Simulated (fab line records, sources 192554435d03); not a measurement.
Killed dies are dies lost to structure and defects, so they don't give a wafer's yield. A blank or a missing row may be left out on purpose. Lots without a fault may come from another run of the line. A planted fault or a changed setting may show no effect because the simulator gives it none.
Chamber matching | flow n5_finfet | N5_BEOL_M8_CURE_75 on uv_cure-02: 3 sister chambers
The step cures SiCOH lowk, time 120 s. 24 wafers are shown with their chamber, then 12 later ones without.

WAFERS WITH THEIR CHAMBER
wafer  | chamber | wafer_temp_C_max | lamp_power_pct (%)
L074.2 | 0       | 371.8            | 52.36
L074.3 | 0       | 370.9            | 52.27
L074.4 | 0       | 371.1            | 52.33
L076.2 | 2       | 371.5            | 52.33
L076.3 | 2       | 371.4            | 52.39
L076.5 | 2       | 371.7            | 52.37
L075.4 | 0       | 371.2            | 52.32
L075.5 | 0       | 370.9            | 52.26
L075.6 | 0       | 371.2            | 52.26
L078.1 | 2       | 370.8            | 52.24
L078.3 | 2       | 371.5            | 52.27
L078.4 | 2       | 371.7            | 52.30
L079.2 | 1       | 372.3            | 52.23
L079.5 | 1       | 373.0            | 52.31
L079.6 | 1       | 373.0            | 52.30
L080.2 | 1       | 371.7            | 52.27
L080.3 | 1       | 371.8            | 52.27
L080.6 | 1       | 372.9            | 52.23
L083.2 | 0       | 371.6            | 52.33
L083.3 | 0       | 371.9            | 52.40
L083.6 | 0       | 371.6            | 52.33
L082.2 | 2       | 370.6            | 52.45
L082.4 | 2       | 370.6            | 52.24
L082.5 | 2       | 371.4            | 52.30

SIGNATURES (means of the wafers above)
reading          | chamber 0 | chamber 1 | chamber 2 | scatter within a chamber
wafer_temp_C_max | 371.356   | 372.450   | 371.244   | 0.467
lamp_power_pct   | 52.3178   | 52.2683   | 52.3211   | 0.0553
Rule: a wafer's distance from a chamber is the root of the sum, over the readings, of the square of ((its reading less the chamber's mean) divided by the reading's scatter). The wafer belongs to the nearest chamber; if the next one is less than 2 further off, it can't be placed. The scatter: the root of (the sum of the squares of (reading less its chamber's mean) over the shown wafers, divided by (wafers less chambers)).

WAFERS WITHOUT THEIR CHAMBER
wafer  | wafer_temp_C_max | lamp_power_pct (%)
L085.1 | 371.8            | 52.35
L085.2 | 371.3            | 52.32
L085.3 | 371.3            | 52.29
L094.1 | 371.3            | 52.41
L094.2 | 371.1            | 52.32
L094.3 | 371.2            | 52.25
L095.2 | 372.9            | 52.28
L095.3 | 372.3            | 52.29
L095.6 | 372.2            | 52.26
L096.4 | 371.0            | 52.30
L096.5 | 371.4            | 52.41
L096.6 | 371.4            | 52.38

WHICH CHAMBER EACH WENT THROUGH
wafer  | from the rows above          | in truth
L085.1 | can't be placed: 0 or 2 or 1 | 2
L085.2 | can't be placed: 2 or 0      | 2
L085.3 | can't be placed: 0 or 2 or 1 | 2
L094.1 | can't be placed: 2 or 0 or 1 | 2
L094.2 | can't be placed: 2 or 0      | 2
L094.3 | can't be placed: 0 or 2 or 1 | 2
L095.2 | 1                            | 1
L095.3 | can't be placed: 1 or 0 or 2 | 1
L095.6 | can't be placed: 1 or 0 or 2 | 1
L096.4 | can't be placed: 2 or 0      | 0
L096.5 | can't be placed: 2 or 0 or 1 | 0
L096.6 | can't be placed: 2 or 0 or 1 | 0
Placed correctly: 1 of 12. Can't be placed from these rows: 11 (the true chamber is among the candidates in 11). Placed wrongly: 0.
